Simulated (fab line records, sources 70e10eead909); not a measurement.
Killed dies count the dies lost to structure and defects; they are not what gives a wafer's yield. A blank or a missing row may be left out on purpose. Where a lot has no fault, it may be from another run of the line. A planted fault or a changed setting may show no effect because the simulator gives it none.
Code-filled problem report in 8D (eight disciplines) form || flow nand harc || the parts of the form that need people (team, actions taken, sign-off) are left out

1. WHAT WENT WRONG
killed at periphery at NHARC_END_SORT_01 reads a mean of 52.2 on 6 wafers of 2 lots; wafers without a fault read 3.6 with a standard deviation of 2.4. Relative to the usual mean, that is a shift of +20 standard deviations.
Earliest sighting: wafer L133.1 on prober-01 at day 29 10:19. At this step, 6 wafers from 2 lots have a number in the record. By rule, "out" or "out of limits" means more than 4 standard deviations away from the usual mean. Any other wafer with a number is counted as sound.

2. WHAT IT IS; WHAT IT IS NOT
{"question": "which readings at this step", "is": "killed at periphery", "is not": "killed at other, killed open, killed short"}
{"question": "which lots", "is": "L133, L134", "is not": "-"}
{"question": "which wafers of those lots", "is": "all that have a number", "is not": "-"}
{"question": "read on which gauges", "is": "prober-01", "is not": "-"}
{"question": "when", "is": "from day 29 10:19", "is not": "up to then (0 sound wafers)"}

3. SUSPECTS, AND WHAT RULES EACH OUT
Counting: a tool stays on the suspect list if, at a process step up to the reading, it processed all lots that are out and no sound lot following the first of them.
- the gauge at NHARC_END_SORT_01: kept. All the wafers that are out were read on prober-01, and no step on other tools shows them out.
- wet bench-07 at NHARC_P_CONTACT_STRIP_29 (strips in post etch residue remover, time 1200 s): kept. It ran every lot that is out, first L133 (day 10 18:08), and no sound lot after that.
- pecvd-04 at NHARC_THIN_TSV_DEP_43 (deposits SiO2, target thk 1328.5 nm): kept. It ran every lot that is out, first L133 (day 28 15:54), and no sound lot after that.
- rie diel-04 at NHARC_THIN_TSV_DESCUM_35 (chemistry O2, time 3 s): kept. It ran every lot that is out, first L133 (day 28 22:52), and no sound lot after that.
Left after counting: wet bench-07 at NHARC_P_CONTACT_STRIP_29, pecvd-04 at NHARC_THIN_TSV_DEP_43, rie diel-04 at NHARC_THIN_TSV_DESCUM_35, prober-01 at NHARC_END_SORT_01.

4. THE CAUSE (what the simulator had put in)
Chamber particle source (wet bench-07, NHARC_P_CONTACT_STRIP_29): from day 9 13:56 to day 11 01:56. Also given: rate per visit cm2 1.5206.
Counting leaves 4 suspects; this tool is one of them.

5. SEQUENCE OF EFFECTS, ordered by route
One row per reading whose mean, taken over the struck wafers that have a number, lies over 3 standard deviations from the usual. Readings are gone through only where the record gives a usual standard deviation; hours: the median, over the lots, of the time from a lot's start at the first step in this table giving one to that lot's start at this step; sigmas: the change measured in usual standard deviations.
{"hours": 0, "step": "NHARC_END_SORT_01", "reading": "killed at periphery", "usual": 3.6, "on struck wafers": 52.2, "change": "+48.6", "sigmas": "+20"}

6. WHAT WOULD HAVE CAUGHT IT SOONER
The first out-of-limits reading at a measuring or inspecting step in this record came at day 29 10:19, 476 hours after the fault's start at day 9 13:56.
The start of NHARC_P_CONTACT_STRIP_29 on wet bench-07 came by day 29 10:19 for every one of the lots that are out (2). A hold on the tool at that time would have spared none of them.
